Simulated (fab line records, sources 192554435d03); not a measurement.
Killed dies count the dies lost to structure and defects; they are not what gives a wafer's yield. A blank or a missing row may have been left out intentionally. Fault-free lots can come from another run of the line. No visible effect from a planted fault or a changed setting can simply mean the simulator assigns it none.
The tool behind it: which one? :: flow n5_finfet :: 12 lots, 36 wafers sampled, at 3 steps of a route of 1938

WHAT EACH GAUGE READ, for each wafer
N5_BEOL_M11_INSPECT_58: inspects for defects (darkfield).
lot: L075
measured: day 10 11:47
on: defect_inspect-01
raw_defect_count: 47 53 65

lot: L076
measured: day 10 13:59
on: defect_inspect-01
raw_defect_count: 55 49 80

lot: L079
measured: day 11 12:53
on: defect_inspect-02
raw_defect_count: 76 52 68

lot: L081
measured: day 11 18:07
on: defect_inspect-02
raw_defect_count: 72 35 46

lot: L083
measured: day 12 19:10
on: defect_inspect-02
raw_defect_count: 63 59 60

lot: L086
measured: day 13 05:33
on: defect_inspect-01
raw_defect_count: 65 52 75

lot: L087
measured: day 13 10:37
on: defect_inspect-02
raw_defect_count: 59 49 83

lot: L089
measured: day 14 06:53
on: defect_inspect-02
raw_defect_count: 90 79 64

lot: L090
measured: day 14 08:36
on: defect_inspect-02
raw_defect_count: 51 63 75

lot: L092
measured: day 15 06:53
on: defect_inspect-01
raw_defect_count: 93 77 58

lot: L095
measured: day 16 02:56
on: defect_inspect-02
raw_defect_count: 80 63 66

lot: L096
measured: day 16 22:28
on: defect_inspect-02
raw_defect_count: 85 85 92

TOOL THAT RAN EACH LOT (tool first, then ch and the chambers of the sampled wafers, then the start)
lot: L075
N5_BEOL_M11_DEGAS_44: pvd_sputter-03, day 10 09:27
N5_BEOL_M11_ANNEAL_51: rtp_anneal-01 ch 0, day 10 11:01

lot: L076
N5_BEOL_M11_DEGAS_44: pvd_sputter-02, day 10 12:22
N5_BEOL_M11_ANNEAL_51: rtp_anneal-01 ch 0, day 10 13:15

lot: L079
N5_BEOL_M11_DEGAS_44: pvd_sputter-03, day 11 11:02
N5_BEOL_M11_ANNEAL_51: rtp_anneal-01 ch 0, day 11 12:11

lot: L081
N5_BEOL_M11_DEGAS_44: pvd_sputter-03, day 11 15:30
N5_BEOL_M11_ANNEAL_51: rtp_anneal-02 ch 0, day 11 17:24

lot: L083
N5_BEOL_M11_DEGAS_44: pvd_sputter-01, day 12 16:26
N5_BEOL_M11_ANNEAL_51: rtp_anneal-02 ch 0, day 12 18:31

lot: L086
N5_BEOL_M11_DEGAS_44: pvd_sputter-03, day 13 03:34
N5_BEOL_M11_ANNEAL_51: rtp_anneal-02 ch 0, day 13 04:49

lot: L087
N5_BEOL_M11_DEGAS_44: pvd_sputter-03, day 13 08:51
N5_BEOL_M11_ANNEAL_51: rtp_anneal-01 ch 0, day 13 09:53

lot: L089
N5_BEOL_M11_DEGAS_44: pvd_sputter-02, day 14 02:53
N5_BEOL_M11_ANNEAL_51: rtp_anneal-01 ch 0, day 14 06:09

lot: L090
N5_BEOL_M11_DEGAS_44: pvd_sputter-02, day 14 05:40
N5_BEOL_M11_ANNEAL_51: rtp_anneal-01 ch 0, day 14 07:57

lot: L092
N5_BEOL_M11_DEGAS_44: pvd_sputter-02, day 15 05:12
N5_BEOL_M11_ANNEAL_51: rtp_anneal-02 ch 0, day 15 06:16

lot: L095
N5_BEOL_M11_DEGAS_44: pvd_sputter-01, day 16 00:42
N5_BEOL_M11_ANNEAL_51: rtp_anneal-02 ch 0, day 16 02:12

lot: L096
N5_BEOL_M11_DEGAS_44: pvd_sputter-02, day 16 18:23
N5_BEOL_M11_ANNEAL_51: rtp_anneal-02 ch 0, day 16 21:36
- N5_BEOL_M11_DEGAS_44: time 60 s.
- N5_BEOL_M11_ANNEAL_51: time 90 s.

THE ANSWER, worked out from the rows above alone
Rule: the lots themselves supply what counts as usual. The widest of any qualifying gaps counts: lots, ordered by their means at a reading, are off when they make up no more than a third of the lots, leave a main group of 4 or more, and stand apart from it by 3 or more times the standard deviation of that group's means. The tables above print the reading to a certain number of digits; a main group whose means all agree to those digits is not used. A lot without any number at a reading at which 4 lots or more have one is off too. Where the step has rows for the other lots, those lots are counted as sound.
None of the lots is off at any reading shown; this tells nothing.

WHAT THE SIMULATOR PUT IN
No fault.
